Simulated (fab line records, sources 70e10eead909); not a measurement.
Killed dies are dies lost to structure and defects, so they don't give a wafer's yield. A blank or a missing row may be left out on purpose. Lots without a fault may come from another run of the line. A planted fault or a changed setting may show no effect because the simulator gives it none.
Which tool did it? | flow nand_harc | 24 lots, 72 wafers sampled, at 2 steps of a route of 1159

WHAT THE GAUGES READ, wafer by wafer
NHARC_P_CONTACT_OVL_MEAS_13.
lot  | measured     | on         | overlay_x_nm (nm) | overlay_y_nm (nm)
L074 | day 5 15:07  | overlay-01 | 0.1 0.6 0.2       | -0.8 -0.8 -1.0
L077 | day 6 07:01  | overlay-02 | 1.7 1.4 1.7       | 0.2 -0.4 -0.4
L076 | day 6 07:17  | overlay-01 | -0.6 -0.3 0.0     | 0.4 0.7 1.2
L075 | day 6 12:43  | overlay-01 | 0.4 0.3 0.0       | -0.3 -0.7 -0.4
L078 | day 6 13:21  | overlay-02 | -0.3 0.1 -0.2     | 0.0 0.6 1.0
L079 | day 6 21:58  | overlay-01 | 0.1 0.2 0.3       | 0.6 0.3 0.6
L080 | day 6 22:29  | overlay-02 | -0.4 -1.3 -0.7    | 0.8 1.0 0.7
L082 | day 7 08:23  | overlay-02 | 0.2 0.0 0.2       | -0.5 -0.6 -0.5
L081 | day 7 09:01  | overlay-02 | 0.8 1.0 0.6       | -0.8 -1.0 -0.4
L084 | day 7 18:23  | overlay-01 | 0.4 -0.5 -0.1     | -1.2 -1.0 -1.4
L083 | day 7 19:15  | overlay-02 | 0.9 0.1 0.3       | 0.1 -0.1 -0.1
L086 | day 8 22:46  | overlay-02 | -0.7 -0.3 -0.3    | -1.1 -0.8 -1.0
L087 | day 9 00:08  | overlay-02 | 0.1 -0.4 -0.6     | 0.5 0.5 0.3
L085 | day 9 01:55  | overlay-01 | -0.6 -0.3 -0.4    | -0.1 -0.6 -0.3
L089 | day 9 06:41  | overlay-01 | 0.6 0.5 0.3       | 0.4 1.0 0.6
L088 | day 9 06:59  | overlay-01 | -0.2 0.0 0.1      | -0.4 -0.9 -0.6
L090 | day 9 13:07  | overlay-02 | 0.0 0.1 -0.1      | 0.3 -0.1 0.6
L092 | day 9 19:38  | overlay-01 | 0.5 0.2 0.5       | 0.9 0.7 0.5
L091 | day 9 20:11  | overlay-02 | 0.7 1.3 1.3       | 0.1 -0.3 0.5
L093 | day 10 13:24 | overlay-01 | -0.5 -0.2 -1.2    | 0.4 0.8 0.5
L094 | day 10 13:49 | overlay-01 | -0.9 -0.6 -0.4    | 0.9 1.2 1.4
L095 | day 10 21:08 | overlay-02 | 0.0 -0.5 0.1      | 0.6 0.5 0.5
L096 | day 11 05:30 | overlay-02 | -0.4 -1.0 -0.7    | -0.4 -0.3 -0.4
L097 | day 11 06:41 | overlay-01 | -0.2 -0.4 -0.2    | 0.3 0.1 -0.2

WHICH TOOL RAN EACH LOT (tool, then ch and the chambers of the sampled wafers, then the start)
lot  | NHARC_P_GATE_DEGAS_109
L074 | pvd_sputter-01, day 5 12:29
L077 | pvd_sputter-02, day 6 04:21
L076 | pvd_sputter-03, day 6 04:37
L075 | pvd_sputter-03, day 6 10:03
L078 | pvd_sputter-02, day 6 10:49
L079 | pvd_sputter-03, day 6 19:04
L080 | pvd_sputter-01, day 6 19:36
L082 | pvd_sputter-01, day 7 05:35
L081 | pvd_sputter-03, day 7 06:11
L084 | pvd_sputter-03, day 7 15:38
L083 | pvd_sputter-03, day 7 16:43
L086 | pvd_sputter-02, day 8 20:06
L087 | pvd_sputter-02, day 8 21:29
L085 | pvd_sputter-01, day 8 23:23
L089 | pvd_sputter-01, day 9 03:50
L088 | pvd_sputter-02, day 9 04:17
L090 | pvd_sputter-03, day 9 10:20
L092 | pvd_sputter-02, day 9 16:52
L091 | pvd_sputter-01, day 9 17:28
L093 | pvd_sputter-03, day 10 10:47
L094 | pvd_sputter-01, day 10 11:10
L095 | pvd_sputter-01, day 10 18:06
L096 | pvd_sputter-02, day 11 02:58
L097 | pvd_sputter-03, day 11 03:44
- NHARC_P_GATE_DEGAS_109: time 60 s.

WHAT THE TOOLS THEMSELVES READ (means of the sampled wafers that have a number; where no wafer has one, the mark that the record gives instead)
NHARC_P_GATE_DEGAS_109.
lot  | tool           | heater_power_w (W)
L074 | pvd_sputter-01 | 500
L077 | pvd_sputter-02 | 486
L076 | pvd_sputter-03 | 445
L075 | pvd_sputter-03 | 469
L078 | pvd_sputter-02 | 502
L079 | pvd_sputter-03 | 466
L080 | pvd_sputter-01 | 469
L082 | pvd_sputter-01 | 452
L081 | pvd_sputter-03 | 462
L084 | pvd_sputter-03 | 484
L083 | pvd_sputter-03 | 446
L086 | pvd_sputter-02 | 446
L087 | pvd_sputter-02 | 445
L085 | pvd_sputter-01 | 409
L089 | pvd_sputter-01 | 452
L088 | pvd_sputter-02 | 450
L090 | pvd_sputter-03 | 458
L092 | pvd_sputter-02 | 444
L091 | pvd_sputter-01 | 456
L093 | pvd_sputter-03 | 452
L094 | pvd_sputter-01 | 482
L095 | pvd_sputter-01 | 434
L096 | pvd_sputter-02 | 484
L097 | pvd_sputter-03 | 442

THE ANSWER, worked out from the rows above alone
Rule: what is usual is taken from the lots themselves. Put in order of their means at a reading, lots are off if they are a third of the lots or fewer, leave a main group of 4 or more, and stand apart from it by a gap of 3 or more times the standard deviation of the main group's means; of several such gaps the widest counts. A main group whose means are all the same, to the digits that the tables above print for the reading, isn't used. A lot without any number at a reading at which 4 lots or more have one is off too. The other lots that the step has rows for count as sound. The gauges are gone through in route order, then the tools' own readings, and for those a lot's mean is taken as printed above. The first step at which some lot is off is used, and at that step the reading that is off furthest; a lot without a number counts as furthest.
No lot is off at any reading shown: from this, nothing can be told.

WHAT THE SIMULATOR HAD PUT IN
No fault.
